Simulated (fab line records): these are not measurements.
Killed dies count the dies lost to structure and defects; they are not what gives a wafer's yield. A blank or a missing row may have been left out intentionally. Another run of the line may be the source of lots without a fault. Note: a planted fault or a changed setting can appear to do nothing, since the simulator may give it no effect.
Comparing a struck lot with a sound one    flow nandHarc    15 steps out of a route of 1159
Sound: these wafers, L232.1, L232.2, L232.4. Struck: wafer L239.4. (L239.2, L239.3 of the same lot were not struck and are left out.) The cause comes at the end.
Order at every step that has rows: each side's tool, ch and its chambers, its first start. Under that, the readings that differ: sound wafers    struck wafers    difference of the means    sigmas: that difference in standard deviations of wafers without a fault.
alike: a reading whose means differ by less than 2 such deviations, as well as words and numbers matching on both sides. not compared: withheld readings; readings where some wafer has no value; bounds like >300 that might hide an equal value; numbers whose values overlap and for which the record gives no deviation.
Wherever a step has rows on one side only, a row that says differs or no value, or a row with sigmas, the two part there. Non-overlapping numbers with no deviation appear without sigmas and do not part them. A reading missing from all wafers of one side parts the sides only when that side holds two or more wafers.

first, 8 steps without rows for these wafers: NHARC_A_CONTACT_COAT_86 (time 75 s); NHARC_A_CONTACT_COAT_87 (time 65 s); NHARC_A_CONTACT_COAT_02 (resist thk 90 nm); NHARC_A_CONTACT_SOFTBAKE_03 (time 55 s); NHARC_A_CONTACT_EBR_04; NHARC_A_CONTACT_EXPOSE_05 (exposes mask A CC); NHARC_A_CONTACT_PEB_06 (peb time 65 s); NHARC_A_CONTACT_DEVELOP_07 (develop time 35 s).
NHARC_A_CONTACT_CD_MEAS_08: target cd 100 nm.
  sound on cdSem-02 ch 0, day 17 11:14; struck on cdSem-01 ch 0, day 19 04:31
  alike: cdNm
NHARC_A_CONTACT_OVL_MEAS_09:
  sound: overlay-01 at day 17 11:19; struck: overlay-01 at day 19 04:36
  alike: overlayXNm, overlayYNm
NHARC_A_CONTACT_INSPECT_10:
  sound: defectInspect-01 at day 17 11:21; struck: defectInspect-01 at day 19 04:38
  alike: rawDefectCount
NHARC_A_CONTACT_DESCUM_13: chemistry O2, time 3 s.
  sound on rieDiel-12 ch 0,2,3, day 17 11:25; struck on rieDiel-05 ch 3, day 19 04:42
reading                   sound        struck  difference  sigmas
drypumpMotorCurrentA (A)  6.6 6.3 5.4  4.8     -1.3        -3
rfHoursCounterH (h)       1 1 0        33      +32         
  alike: oesProductAu, rfVppV, showerheadPlenumPTorr, throttleValvePct
NHARC_A_CONTACT_ETCH_88: etches the open film in CF4, target depth 39 nm, time 65 s.
  sound on rieDiel-12 ch 0,1,2, day 17 11:30; struck on rieDiel-05 ch 0, day 19 04:47
reading              sound              struck  difference  sigmas
oesProductAu (a.u.)  1.009 1.014 0.994  0.847   -0.159      -13
rfHoursCounterH (h)  1 1 0              29      +28         
  alike: drypumpMotorCurrentA, rfVppV, showerheadPlenumPTorr, throttleValvePct
NHARC_A_CONTACT_ETCH_89: etches the open film in N2/H2, target depth 260 nm, time 475.3 s.
  sound: rieDiel-12 ch 0,2,3; struck: rieDiel-05 ch 0
reading              sound  struck  difference  sigmas
rfHoursCounterH (h)  1 1 0  29      +28         
  alike: drypumpMotorCurrentA, oesProductAu, rfVppV, showerheadPlenumPTorr, throttleValvePct
then, 1 step without rows for these wafers: NHARC_END_SORT_01.

WHERE THEY PART
At NHARC_A_CONTACT_DESCUM_13 first; at NHARC_A_CONTACT_ETCH_88 last (within this record only). Later steps at which nothing parts them and some readings are alike: NHARC_A_CONTACT_ETCH_89.

WHY: the cause the simulator had injected
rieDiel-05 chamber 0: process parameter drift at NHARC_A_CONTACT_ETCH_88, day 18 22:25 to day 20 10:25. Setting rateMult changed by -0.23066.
